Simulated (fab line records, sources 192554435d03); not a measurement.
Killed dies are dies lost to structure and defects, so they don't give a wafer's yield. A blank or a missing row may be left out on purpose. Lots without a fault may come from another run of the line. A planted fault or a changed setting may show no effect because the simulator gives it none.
Which tool did it? | flow n5_finfet | 10 lots, 30 wafers sampled, at 2 steps of a route of 1938

WHAT THE GAUGES READ, wafer by wafer
N5_BEOL_M4_RC_MEAS_101. Usual: DIBL_N 35.8 mV/V, standard deviation 1.6; DIBL_P 35.6 mV/V, standard deviation 2; IOFF_N 0.15 nA/um, standard deviation 0.031; IOFF_P 0.20 nA/um, standard deviation 0.033; ION_N 668 uA/um, standard deviation 12; ION_P 459 uA/um, standard deviation 6.8; SS_N 71.4 mV/dec, standard deviation 0.53; SS_P 73.1 mV/dec, standard deviation 0.63; VT_N 250 mV, standard deviation 3.5; VT_P -251 mV, standard deviation 3.
lot  | measured     | on        | DIBL_N (mV/V)  | DIBL_P (mV/V)  | IOFF_N (nA/um) | IOFF_P (nA/um) | ION_N (uA/um) | ION_P (uA/um) | SS_N (mV/dec)  | SS_P (mV/dec)  | VT_N (mV)   | VT_P (mV)      | flag
L258 | day 14 20:29 | prober-01 | 34.4 33.6 34.4 | 34.3 33.3 34.1 | 0.13 0.11 0.13 | 0.19 0.17 0.18 | 660 649 650   | 462 458 454   | 70.7 70.8 70.7 | 73.0 72.6 72.7 | 252 255 252 | -249 -253 -253 |
L248 | day 15 11:46 | prober-02 | 35.8 36.6 35.5 | 36.3 36.9 36.1 | 0.16 0.18 0.15 | 0.22 0.24 0.22 | 674 661 671   | 464 451 464   | 71.8 71.5 71.5 | 72.8 73.5 73.1 | 251 250 251 | -249 -248 -249 |
L254 | day 16 00:29 | prober-02 | 36.1 38.3 38.4 | 32.6 34.5 35.5 | 0.14 0.16 0.17 | 0.18 0.21 0.22 | 660 658 670   | 455 450 461   | 72.3 72.0 72.3 | 73.0 73.9 73.8 | 251 249 246 | -251 -250 -249 |
L250 | day 16 11:36 | prober-01 | 35.1 35.5 35.7 | 33.8 34.0 34.8 | 0.14 0.16 0.15 | 0.18 0.19 0.19 | 665 670 668   | 460 458 456   | 70.7 71.3 70.7 | 72.5 72.5 72.8 | 251 248 248 | -252 -252 -250 |
L265 | day 17 15:31 | prober-01 | 37.4 37.3 37.7 | 38.2 37.3 38.8 | 0.19 0.18 0.20 | 0.24 0.22 0.25 | 678 671 686   | 453 457 466   | 71.8 71.7 72.4 | 73.9 74.1 74.2 | 245 247 246 | -246 -250 -248 |
L260 | day 17 18:42 | prober-02 | 34.1 33.2 35.9 | 33.8 32.4 35.9 | 0.11 0.11 0.15 | 0.17 0.15 0.20 | 655 643 668   | 455 444 461   | 71.3 71.7 71.4 | 72.1 72.2 72.8 | 253 256 253 | -253 -256 -251 |
L264 | day 17 20:31 | prober-01 | 37.5 35.6 36.9 | 37.2 34.8 36.1 | 0.17 0.14 0.16 | 0.22 0.19 0.21 | 679 659 680   | 461 454 462   | 71.5 71.2 71.5 | 73.1 73.4 73.6 | 246 251 249 | -253 -250 -251 |
L262 | day 18 02:15 | prober-01 | 36.0 35.0 37.1 | 37.2 37.0 38.1 | 0.16 0.15 0.18 | 0.17 0.16 0.17 | 667 668 681   | 454 454 448   | 71.8 71.6 72.0 | 73.1 73.7 73.1 | 253 251 248 | -256 -255 -254 |
L263 | day 18 06:29 | prober-01 | 35.5 36.5 35.1 | 34.4 37.1 34.5 | 0.15 0.18 0.15 | 0.20 0.24 0.20 | 656 687 648   | 453 463 450   | 71.4 71.7 71.2 | 73.3 74.2 73.0 | 251 249 253 | -250 -249 -252 |
L266 | day 19 03:45 | prober-02 | 34.3 36.0 39.0 | 35.4 37.6 40.7 | 0.14 0.17 0.25 | 0.18 0.20 0.27 | 674 679 691   | 463 462 467   | 70.5 71.3 72.0 | 72.9 73.1 73.1 | 250 246 243 | -254 -251 -249 |

N5_BEOL_M6_CD_MEAS_35: target cd 40 nm, target cd y 28 nm. Usual: cd_nm 40.2 nm, standard deviation 0.91.
lot  | measured     | on        | cd_nm (nm)     | flag
L258 | day 16 15:37 | cd_sem-01 | 39.8 39.4 41.0 |
L248 | day 16 03:54 | cd_sem-02 | 40.1 40.1 39.0 |
L254 | day 16 19:32 | cd_sem-03 | 38.9 38.6 39.5 |
L250 | day 17 06:47 | cd_sem-03 | 40.5 40.3 41.2 |
L265 | day 18 11:18 | cd_sem-01 | 40.7 40.6 40.5 |
L260 | day 18 17:32 | cd_sem-02 | 41.4 41.0 40.0 |
L264 | day 18 17:44 | cd_sem-03 | 39.6 39.3 41.1 |
L262 | day 18 21:25 | cd_sem-01 | 41.7 42.9 41.4 |
L263 | day 19 02:11 | cd_sem-03 | 40.9 40.8 41.2 |
L266 | day 19 20:31 | cd_sem-01 | 40.5 40.8 40.9 |

WHICH TOOL RAN EACH LOT (tool, then ch and the chambers of the sampled wafers, then the start)
The record holds no process step before these readings.

WHAT THE TOOLS THEMSELVES READ (means of the sampled wafers that have a number; where no wafer has one, the mark that the record gives instead)
The record holds no such reading with a usual standard deviation.

THE ANSWER, worked out from the rows above alone
Rule: a lot is off if the mean of its wafers that have a number lies more than 3 standard deviations from the usual mean. A lot without any number at a reading at which 4 lots or more have one is off too. The other lots that the step has rows for count as sound. The gauges are gone through in route order, then the tools' own readings, and for those a lot's mean is taken as printed above. The first step at which some lot is off is used, and at that step the reading that is off furthest; a lot without a number counts as furthest.
No lot is off at any reading shown: from this, nothing can be told.

WHAT THE SIMULATOR HAD PUT IN
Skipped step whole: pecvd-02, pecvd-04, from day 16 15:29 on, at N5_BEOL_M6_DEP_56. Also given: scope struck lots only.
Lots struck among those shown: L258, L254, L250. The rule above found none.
